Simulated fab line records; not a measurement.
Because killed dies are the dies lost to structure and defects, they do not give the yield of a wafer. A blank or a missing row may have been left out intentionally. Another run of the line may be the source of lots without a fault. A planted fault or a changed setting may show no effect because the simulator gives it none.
Chamber matching ; flow n5Finfet ; N5_BEOL_M7_ETCH_62 on rieDiel-02 has 4 sister chambers
The step etches SOC in N2/H2, target depth 110 nm, overetch 22 nm, time 165 s. 4 wafers are shown with their chamber, then 8 later ones without.

== WAFERS, EACH WITH ITS CHAMBER ==
wafer;chamber;showerheadPlenumPTorr (Torr)
L083.1;2;2.59
L083.2;3;2.59
L083.4;0;2.39
L084.1;1;2.53

== WAFERS WHOSE CHAMBER IS MISSING ==
wafer;showerheadPlenumPTorr (Torr)
L084.2;2.59
L084.6;2.59
L088.2;2.70
L088.3;2.58
L088.5;2.58
L095.2;2.58
L095.3;2.70
L095.4;2.58

== WHICH CHAMBER EACH WENT THROUGH ==
wafer;from the rows above;in truth
L084.2;can't be placed: 2 or 3 or 1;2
L084.6;can't be placed: 2 or 3 or 1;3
L088.2;can't be placed: 2 or 3 or 1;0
L088.3;can't be placed: 2 or 3 or 1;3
L088.5;can't be placed: 2 or 3 or 1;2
L095.2;can't be placed: 2 or 3 or 1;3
L095.3;can't be placed: 2 or 3 or 1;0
L095.4;can't be placed: 2 or 3 or 1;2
Correctly placed: 0 of 8. Unplaceable from these rows: 8, with the true chamber sitting among the candidates in 6. Placed wrongly: 0.
How it was worked out, from the rows above alone: a wafer's distance from a chamber is the root of the sum, over the readings, of the square of ((its reading less the chamber's mean) divided by the reading's scatter). If the next closest chamber is less than 2 further off than the closest, the wafer can't be placed; otherwise it belongs to the closest. The mean given for a chamber averages the wafers shown for that chamber. The scatter: with one shown wafer a chamber, the root of the mean of the squares of how far each hidden wafer lies from its nearest shown one.
